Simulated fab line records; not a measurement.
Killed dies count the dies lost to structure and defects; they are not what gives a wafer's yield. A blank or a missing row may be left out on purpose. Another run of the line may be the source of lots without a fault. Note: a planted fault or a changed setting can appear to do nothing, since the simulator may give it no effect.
Check of tool commonality || flow nand_harc || 1 lot, 1 wafer sampled

THE REASON FOR OPENING IT
At NHARC_END_SORT_01 the reading killed_at_periphery is flagged on 1 of 1 lot. Wafers without a fault read 3.4, standard deviation 2.4.
Rule: flag the lot when none of its wafers has a number, or when each of its wafers that has one lies beyond 4 standard deviations from that mean. All remaining lots are regarded as sound.

{"lot": "L936", "measured": "day 24 10:33", "on": "prober-02", "killed_at_periphery, wafer by wafer": 99, "flag": "FLAGGED"}
The mean of the flagged lots' numbers is 99.0, +95.6 from the usual (+40 standard deviations).

EACH LOT AND THE TOOL IT RAN ON
Before the reading, the record contains 2 process steps out of a 1159-step route. In each cell: the tool, then ch and the chambers that the sampled wafers went through, then the start.
{"lot": "L936", "flag": "FLAGGED", "NHARC_P_M1_ETCH_15": "rie_diel-07 ch 3, day 8 04:48", "NHARC_P_M1_CMP_23": "cmp-03 ch 1, day 8 06:46"}
What these steps do:
- NHARC_P_M1_ETCH_15: etches the open film in C4F8/Ar, target depth 182.5 nm, time 91.2 s.
- NHARC_P_M1_CMP_23: polishes, t overpolish 20 s, target thk 157.82 nm.
- NHARC_END_SORT_01

FLAGGED OVER TOTAL, TOOL BY TOOL (the gauges that took the reading come last)
{"step": "NHARC_P_M1_ETCH_15", "tool": "rie_diel-07", "lots run": 1, "flagged": 1, "share of the flagged lots": "all", "sound lots run after its first flagged lot": 0}
{"step": "NHARC_P_M1_CMP_23", "tool": "cmp-03", "lots run": 1, "flagged": 1, "share of the flagged lots": "all", "sound lots run after its first flagged lot": 0}
{"step": "NHARC_END_SORT_01", "tool": "prober-02", "lots run": 1, "flagged": 1, "share of the flagged lots": "all", "sound lots run after its first flagged lot": 0}

WHAT IS ALLOWED BY THE TABLE
rie_diel-07 at NHARC_P_M1_ETCH_15, cmp-03 at NHARC_P_M1_CMP_23 and prober-02 at NHARC_END_SORT_01: these 3 rows of the table ran every flagged lot.
- rie_diel-07 at NHARC_P_M1_ETCH_15: 1 of its 1 lot flagged. Because this sample shows no sound lot run on it before its first flagged lot, the start cannot be pinned down more closely.
- cmp-03 at NHARC_P_M1_CMP_23: 1 of its 1 lot flagged. Because this sample shows no sound lot run on it before its first flagged lot, the start cannot be pinned down more closely.
- prober-02 at NHARC_END_SORT_01: 1 of its 1 lot flagged. Because this sample shows no sound lot run on it before its first flagged lot, the start cannot be pinned down more closely.
Counting lots can't tell these 3 tools apart, because each fits a fault that began at some hour. More lots, or a look at what each step does to the wafer, might.

WHAT THE SIMULATOR HAD PUT IN
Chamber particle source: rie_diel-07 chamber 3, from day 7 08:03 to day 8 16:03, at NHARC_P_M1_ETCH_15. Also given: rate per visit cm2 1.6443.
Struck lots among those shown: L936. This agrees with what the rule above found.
